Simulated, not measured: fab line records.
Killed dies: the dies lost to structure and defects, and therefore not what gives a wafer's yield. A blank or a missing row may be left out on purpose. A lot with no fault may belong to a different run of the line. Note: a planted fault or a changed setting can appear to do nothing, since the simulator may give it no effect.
Matching of chambers -- flow n5_finfet -- N5_BEOL_M4_STRIP_19 on rie_diel-06 has 4 sister chambers
The step strips in O2. 14 wafers are shown with their chamber, then 7 later ones without.

== WAFERS WITH THEIR CHAMBER ==
wafer,chamber,drypump_motor_current_A (A),showerhead_plenum_p_Torr (Torr),throttle_valve_pct (%)
L076.3,2,5.6,2.15,16.6
L076.4,1,5.6,2.12,16.8
L076.5,2,5.6,2.15,16.6
L080.1,3,4.9,1.98,16.6
L080.2,2,5.6,2.15,16.2
L080.4,2,5.6,2.15,16.2
L082.3,1,5.6,2.12,16.9
L082.5,0,5.2,2.15,16.1
L082.6,1,5.6,2.12,16.8
L085.3,0,5.2,2.14,16.1
L085.4,3,4.9,1.97,16.7
L085.6,1,5.6,2.11,16.8
L086.2,3,5.0,1.97,16.7
L086.3,2,5.6,2.14,16.2

SIGNATURES (averages over the wafers above)
reading,chamber 0,chamber 1,chamber 2,chamber 3,scatter within a chamber
drypump_motor_current_A,5.200,5.600,5.600,4.933,0.0258
showerhead_plenum_p_Torr,2.1450,2.1175,2.1480,1.9733,0.00521
throttle_valve_pct,16.100,16.825,16.360,16.667,0.144
Rule: distance of a wafer from a chamber = root of the sum over the readings of ((wafer's reading minus chamber's mean) / reading's scatter) squared. If the next closest chamber is less than 2 further off than the closest, the wafer can't be placed; otherwise it belongs to the closest. How the scatter is found: for the shown wafers, subtract from each reading the mean of its chamber, square and add these, divide the total by (wafers less chambers), then take the root.

== WAFERS WITH NO CHAMBER GIVEN ==
wafer,drypump_motor_current_A (A),showerhead_plenum_p_Torr (Torr),throttle_valve_pct (%)
L086.5,5.6,2.14,16.2
L090.4,5.5,2.11,16.8
L090.5,5.5,2.11,16.9
L090.6,5.2,2.14,16.1
L093.1,4.9,1.97,16.7
L093.2,5.6,2.14,16.2
L093.6,4.9,1.97,16.7

== CHAMBER TAKEN BY EACH ==
wafer,from the rows above,in truth
L086.5,2,2
L090.4,1,1
L090.5,1,1
L090.6,0,0
L093.1,3,3
L093.2,2,2
L093.6,3,3
Correctly placed: 7 of 7. Not placeable from these rows: 0. Placed wrongly: 0.
